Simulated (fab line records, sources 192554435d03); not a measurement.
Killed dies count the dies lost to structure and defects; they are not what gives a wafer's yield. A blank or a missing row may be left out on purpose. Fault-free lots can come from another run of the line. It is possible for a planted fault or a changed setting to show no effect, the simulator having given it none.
Chamber matching / flow n5 finfet / N5_HKMG_FIN_STRIP_89 on rie diel-01: 4 sister chambers
The step strips SOC in N2/H2, time 20 s. 4 wafers are shown with their chamber, then 12 later ones without.

EACH WAFER AND ITS CHAMBER
wafer=L086.6; chamber=2; showerhead plenum p Torr (Torr)=3.37
wafer=L092.3; chamber=1; showerhead plenum p Torr (Torr)=3.30
wafer=L092.5; chamber=3; showerhead plenum p Torr (Torr)=3.35
wafer=L092.6; chamber=0; showerhead plenum p Torr (Torr)=3.58

WAFERS WITHOUT THEIR CHAMBER
wafer=L094.1; showerhead plenum p Torr (Torr)=3.36
wafer=L094.3; showerhead plenum p Torr (Torr)=3.57
wafer=L094.4; showerhead plenum p Torr (Torr)=3.34
wafer=L095.1; showerhead plenum p Torr (Torr)=3.29
wafer=L095.3; showerhead plenum p Torr (Torr)=3.57
wafer=L095.6; showerhead plenum p Torr (Torr)=3.34
wafer=L096.1; showerhead plenum p Torr (Torr)=3.29
wafer=L096.5; showerhead plenum p Torr (Torr)=3.57
wafer=L096.6; showerhead plenum p Torr (Torr)=3.29
wafer=L097.2; showerhead plenum p Torr (Torr)=3.57
wafer=L097.3; showerhead plenum p Torr (Torr)=3.34
wafer=L097.6; showerhead plenum p Torr (Torr)=3.29

WHICH CHAMBER EACH WENT THROUGH
wafer=L094.1; from the rows above=can't be placed: 3 or 2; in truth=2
wafer=L094.3; from the rows above=0; in truth=0
wafer=L094.4; from the rows above=can't be placed: 3 or 2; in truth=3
wafer=L095.1; from the rows above=1; in truth=1
wafer=L095.3; from the rows above=0; in truth=0
wafer=L095.6; from the rows above=can't be placed: 3 or 2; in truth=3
wafer=L096.1; from the rows above=1; in truth=1
wafer=L096.5; from the rows above=0; in truth=0
wafer=L096.6; from the rows above=1; in truth=1
wafer=L097.2; from the rows above=0; in truth=0
wafer=L097.3; from the rows above=can't be placed: 3 or 2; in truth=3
wafer=L097.6; from the rows above=1; in truth=1
Correctly placed: 8 of 12. From these rows, 4 cannot be placed; in 4 the true chamber is one of the candidates. 0 placed wrongly.
How it was worked out, from the rows above alone: a wafer's distance from a chamber is the root of the sum, over the readings, of the square of ((its reading less the chamber's mean) divided by the reading's scatter). The wafer belongs to the nearest chamber; if the next one is less than 2 further off, it can't be placed. For every chamber, the mean is computed from those of its wafers that are shown. The scatter: with one shown wafer a chamber, the root of the mean of the squares of how far each hidden wafer lies from its nearest shown one.
